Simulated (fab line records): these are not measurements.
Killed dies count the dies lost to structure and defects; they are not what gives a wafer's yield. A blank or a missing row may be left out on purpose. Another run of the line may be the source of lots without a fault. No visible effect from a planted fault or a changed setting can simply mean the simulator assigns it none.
What tool caused it?    flow nand-harc    42 wafers from 14 lots sampled at 5 of the route's 1159 steps

## WHAT EACH GAUGE READ, for each wafer
NHARC_A_BONDPAD_THK_MEAS_20: measures by xrf.
lot   measured      on             thk-nm (nm)
L196  day 18 03:09  film-metro-01  170.6 167.3 172.1
L197  day 18 14:05  film-metro-02  169.7 170.4 169.0
L198  day 18 14:38  film-metro-02  171.9 169.3 170.0
L199  day 18 06:19  film-metro-02  169.9 168.9 168.5
L201  day 19 08:11  film-metro-01  168.8 169.8 171.7
L202  day 19 07:32  film-metro-01  171.6 172.1 167.9
L203  day 19 19:28  film-metro-02  169.6 169.4 171.5
L204  day 20 04:30  film-metro-01  169.5 166.4 169.8
L205  day 20 05:38  film-metro-02  167.9 170.9 173.8
L210  day 22 01:51  film-metro-02  169.3 169.2 171.5
L215  day 22 16:02  film-metro-02  169.4 173.2 170.8
L213  day 22 22:25  film-metro-01  168.0 170.1 172.3
L216  day 23 02:10  film-metro-02  170.3 169.9 170.0
L218  day 23 17:25  film-metro-01  170.8 171.2 172.0

NHARC_END_SORT_01.
lot   measured      on         killed-at-array  killed-at-other  killed-at-periphery  killed-dies  killed-open  killed-short
L210  day 23 07:49  prober-02  40 26 212        1 0 0            2 3 6                43 29 218    5 4 5        2 2 4
L215  day 23 22:06  prober-02  31 26 242        1 0 5            3 2 4                35 28 251    4 2 5        4 0 2
L213  day 24 05:56  prober-01  284 32 266       1 0 1            4 4 2                289 36 269   2 4 6        5 2 0

## EACH LOT AND THE TOOL THAT RAN IT (in order: tool; ch and the chambers of the sampled wafers; start)
lot   NHARC_A_SGD_CUT_DEP_00           NHARC_THIN_TSV_PRE_CLEAN_54   NHARC_THIN_TSV_STRIP_56
L196  pecvd-01 ch 0,1,2, day 14 00:02  pvd-sputter-03, day 18 21:11  plasma-asher-02 ch 0,1, day 18 22:53
L197  pecvd-03 ch 0,1,2, day 14 00:59  pvd-sputter-03, day 19 11:00  plasma-asher-02 ch 0,1, day 19 12:43
L198  pecvd-03 ch 0,1,2, day 14 01:09  pvd-sputter-01, day 19 09:47  plasma-asher-01 ch 0,1, day 19 11:52
L199  pecvd-03 ch 0,1,2, day 14 03:16  pvd-sputter-03, day 18 22:28  plasma-asher-01 ch 0,1, day 19 00:03
L201  pecvd-03 ch 0,1,2, day 14 20:38  pvd-sputter-01, day 20 02:38  plasma-asher-02 ch 0,1, day 20 04:20
L202  pecvd-03 ch 0,1, day 14 21:47    pvd-sputter-02, day 20 01:55  plasma-asher-02 ch 0,1, day 20 03:58
L203  pecvd-01 ch 0,2, day 15 02:55    pvd-sputter-01, day 20 15:58  plasma-asher-02 ch 0,1, day 20 17:49
L204  pecvd-02 ch 1,2, day 15 21:07    pvd-sputter-01, day 21 01:23  plasma-asher-01 ch 0,1, day 21 03:04
L205  pecvd-02 ch 1,2, day 15 21:40    pvd-sputter-03, day 21 02:40  plasma-asher-02 ch 0,1, day 21 04:25
L210  pecvd-01 ch 0,2, day 17 21:17    pvd-sputter-02, day 22 21:56  plasma-asher-01 ch 0,1, day 22 23:37
L215  pecvd-01 ch 0,1,2, day 18 03:38  pvd-sputter-01, day 23 11:38  plasma-asher-01 ch 0,1, day 23 13:22
L213  pecvd-01 ch 0,2, day 18 07:47    pvd-sputter-01, day 23 18:33  plasma-asher-01 ch 0,1, day 23 20:21
L216  pecvd-03 ch 0,1,2, day 18 23:24  pvd-sputter-03, day 23 20:11  plasma-asher-01 ch 0,1, day 23 22:00
L218  pecvd-02 ch 0,1,2, day 19 12:14  pvd-sputter-03, day 24 12:20  plasma-asher-02 ch 0,1, day 24 14:05
- NHARC_A_SGD_CUT_DEP_00: deposits SiNx, target thk 50 nm.
- NHARC_THIN_TSV_PRE_CLEAN_54: time 30 s.
- NHARC_THIN_TSV_STRIP_56: strips in O2.

## AS READ BY THE TOOLS THEMSELVES (means over the sampled wafers that have a number; for cases with no such wafer, the mark the record gives instead)
NHARC_A_SGD_CUT_DEP_00.
lot   tool      heater-power-w (W)
L196  pecvd-01  717
L197  pecvd-03  776
L198  pecvd-03  716
L199  pecvd-03  750
L201  pecvd-03  752
L202  pecvd-03  701
L203  pecvd-01  781
L204  pecvd-02  670
L205  pecvd-02  689
L210  pecvd-01  791
L215  pecvd-01  738
L213  pecvd-01  773
L216  pecvd-03  706
L218  pecvd-02  650

NHARC_THIN_TSV_PRE_CLEAN_54.
lot   tool            heater-power-w (W)
L196  pvd-sputter-03  450
L197  pvd-sputter-03  416
L198  pvd-sputter-01  396
L199  pvd-sputter-03  433
L201  pvd-sputter-01  386
L202  pvd-sputter-02  438
L203  pvd-sputter-01  398
L204  pvd-sputter-01  389
L205  pvd-sputter-03  447
L210  pvd-sputter-02  402
L215  pvd-sputter-01  407
L213  pvd-sputter-01  400
L216  pvd-sputter-03  422
L218  pvd-sputter-03  425

NHARC_THIN_TSV_STRIP_56.
lot   tool             drypump-motor-current-A (A)  heater-power-w (W)
L196  plasma-asher-02  5.85                         334
L197  plasma-asher-02  5.72                         323
L198  plasma-asher-01  5.97                         306
L199  plasma-asher-01  5.74                         344
L201  plasma-asher-02  5.72                         327
L202  plasma-asher-02  5.73                         327
L203  plasma-asher-02  5.70                         326
L204  plasma-asher-01  5.95                         301
L205  plasma-asher-02  5.83                         335
L210  plasma-asher-01  5.73                         344
L215  plasma-asher-01  5.73                         336
L213  plasma-asher-01  5.96                         299
L216  plasma-asher-01  5.76                         340
L218  plasma-asher-02  5.83                         348

## THE ANSWER, worked out from the rows above alone
Rule: the lots themselves supply what counts as usual. The widest of any qualifying gaps counts: lots, ordered by their means at a reading, are off when they make up no more than a third of the lots, leave a main group of 4 or more, and stand apart from it by 3 or more times the standard deviation of that group's means. A main group whose means are all the same, to the digits that the tables above print for the reading, isn't used. Also off: a lot with no number at a reading for which 4 or more lots have one. Any other lot the step has rows for is counted as sound. First the gauges in route order, then the tools' own readings, where a lot's mean is used as printed above. The first step at which some lot is off is used, and at that step the reading that is off furthest; a lot without a number counts as furthest.
No lot is off at any reading shown: from this, nothing can be told.

## WHAT WAS PUT IN BY THE SIMULATOR
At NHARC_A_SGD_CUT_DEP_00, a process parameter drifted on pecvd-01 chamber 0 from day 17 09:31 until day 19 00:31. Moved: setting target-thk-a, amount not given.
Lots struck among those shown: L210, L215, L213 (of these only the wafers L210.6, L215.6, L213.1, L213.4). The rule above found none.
